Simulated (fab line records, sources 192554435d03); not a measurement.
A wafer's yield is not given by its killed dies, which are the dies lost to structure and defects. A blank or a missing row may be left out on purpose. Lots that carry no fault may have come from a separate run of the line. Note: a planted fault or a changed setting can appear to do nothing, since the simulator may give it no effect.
Which tool is to blame? -- flow n5-finfet -- 11 lots, 33 wafers sampled, at 4 steps of a route of 1938

== WHAT EACH GAUGE READ, for each wafer ==
N5_PASSIVATION_OVL_MEAS_63.
lot,measured,on,PAD_OVL (nm)
L594,day 12 14:04,overlay-01,-7 -4 -3
L595,day 12 23:21,overlay-02,2 7 -1
L601,day 14 04:29,overlay-01,-3 -9 -6
L607,day 16 09:14,overlay-01,-2 -1 4
L608,day 15 19:06,overlay-01,8 4 6
L610,day 16 02:18,overlay-01,7 -1 -5
L611,day 17 03:31,overlay-02,-1 -6 1
L612,day 16 10:10,overlay-01,-9 -5 -10
L614,day 18 04:31,overlay-02,0 0 1
L615,day 17 19:56,overlay-01,0 -1 3
L616,day 18 01:07,overlay-02,-12 3 -3

== EACH LOT AND THE TOOL THAT RAN IT (in order: tool; ch and the chambers of the sampled wafers; start) ==
lot,N5_BEOL_M0_STRIP_139,N5_MIM_BOT_LITHO_DESCUM_10,N5_MIM_BOT_ETCH_ETCH_03
L594,"wet-bench-04 ch 0,3,6, day 6 05:16","rie-diel-04 ch 0,1,3, day 12 09:29","rie-metal-02 ch 0,1, day 12 09:38"
L595,"wet-bench-01 ch 2,5,6, day 6 06:35","rie-diel-05 ch 0,1,3, day 12 19:37","rie-metal-02 ch 1, day 12 19:46"
L601,"wet-bench-04 ch 3,4,5, day 7 18:05","rie-diel-06 ch 1,2, day 14 01:25","rie-metal-01 ch 0,1, day 14 01:37"
L607,"wet-bench-02 ch 1,4,5, day 9 07:34","rie-diel-05 ch 2,3, day 16 05:31","rie-metal-02 ch 0,1, day 16 05:43"
L608,"wet-bench-02 ch 1,5,7, day 9 12:29","rie-diel-05 ch 1,2, day 15 15:00","rie-metal-03 ch 0,1, day 15 15:10"
L610,"wet-bench-04 ch 3,4,5, day 10 03:09","rie-diel-06 ch 1,2, day 15 22:12","rie-metal-02 ch 0,1, day 15 22:22"
L611,"wet-bench-02 ch 3,4,6, day 10 09:00","rie-diel-04 ch 0,1,2, day 17 00:35","rie-metal-01 ch 0,1, day 17 00:47"
L612,"wet-bench-01 ch 2,4,5, day 10 10:21","rie-diel-04 ch 0,1,2, day 16 06:25","rie-metal-01 ch 0,1, day 16 06:36"
L614,"wet-bench-04 ch 0,6,7, day 11 04:01","rie-diel-04 ch 0,2,3, day 18 01:33","rie-metal-03 ch 0,1, day 18 01:42"
L615,"wet-bench-01 ch 3,6,7, day 11 12:51","rie-diel-05 ch 1,2, day 17 16:32","rie-metal-02 ch 0,1, day 17 16:42"
L616,"wet-bench-02 ch 0,2,3, day 11 13:01","rie-diel-05 ch 2,3, day 17 21:28","rie-metal-02 ch 0,1, day 17 21:38"
- N5_BEOL_M0_STRIP_139: strips in post etch residue remover, time 60 s.
- N5_MIM_BOT_LITHO_DESCUM_10: chemistry O2, time 7.9 s.
- N5_MIM_BOT_ETCH_ETCH_03: etches the open film in Cl2/BCl3, target depth 12 nm.

== THE ANSWER, worked out from the rows above alone ==
Rule: what is usual is taken from the lots themselves. Put in order of their means at a reading, lots are off if they are a third of the lots or fewer, leave a main group of 4 or more, and stand apart from it by a gap of 3 or more times the standard deviation of the main group's means; of several such gaps the widest counts. If all means in a main group match to the digits the tables above print for the reading, that group is not used. Also off: a lot with no number at a reading for which 4 or more lots have one. All remaining lots with rows at the step are treated as sound.
Across all readings shown, no lot is off: no conclusion can be drawn from this.

== WHAT THE SIMULATOR HAD PUT IN ==
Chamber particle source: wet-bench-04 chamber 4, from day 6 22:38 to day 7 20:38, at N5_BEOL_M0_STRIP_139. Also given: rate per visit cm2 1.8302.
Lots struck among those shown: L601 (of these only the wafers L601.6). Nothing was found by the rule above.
